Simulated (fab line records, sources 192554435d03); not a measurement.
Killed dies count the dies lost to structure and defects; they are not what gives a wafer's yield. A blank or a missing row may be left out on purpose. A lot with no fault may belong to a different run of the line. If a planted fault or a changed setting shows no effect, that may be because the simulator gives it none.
Matching of chambers	flow n5Finfet	N5_BEOL_M0_SAQP_ALD_48 on aldSin-01 has 4 sister chambers
The step deposits SiO2, target thk 20 nm, pulse time 1 s, co reactant pulse time 1 s. 8 wafers are shown with their chamber, then 8 later ones without.

WAFERS PAIRED WITH THEIR CHAMBERS
wafer	chamber	heaterPowerW (W)	susceptorTempC (C)
L074.3	0	67	99.97
L076.4	0	67	99.98
L084.2	1	69	100.04
L084.6	1	71	100.14
L086.2	3	108	100.01
L086.4	2	72	100.03
L086.5	3	106	100.06
L088.4	2	72	100.17

WAFERS WHOSE CHAMBER IS MISSING
wafer	heaterPowerW (W)	susceptorTempC (C)
L088.5	72	99.93
L088.6	109	100.12
L089.1	67	100.09
L089.3	70	99.70
L089.4	73	100.02
L090.1	68	99.98
L090.2	73	100.13
L090.6	69	99.83

WHICH CHAMBER EACH ONE RAN IN
wafer	from the rows above	in truth
L088.5	can't be placed: 2 or 1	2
L088.6	3	3
L089.1	can't be placed: 0 or 1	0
L089.3	can't be placed: 0 or 1 or 2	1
L089.4	can't be placed: 2 or 1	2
L090.1	can't be placed: 0 or 1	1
L090.2	can't be placed: 2 or 1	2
L090.6	can't be placed: 0 or 1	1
Placed correctly: 1 of 8. Not placeable from these rows: 7 (in 7, the candidates include the true chamber). Number placed wrongly: 0.
How it was worked out, from the rows above alone: a wafer's distance from a chamber is the root of the sum, over the readings, of the square of ((its reading less the chamber's mean) divided by the reading's scatter). If the next closest chamber is less than 2 further off than the closest, the wafer can't be placed; otherwise it belongs to the closest. Each chamber's mean is taken over the wafers shown for it. How the scatter is found: for the shown wafers, subtract from each reading the mean of its chamber, square and add these, divide the total by (wafers less chambers), then take the root.
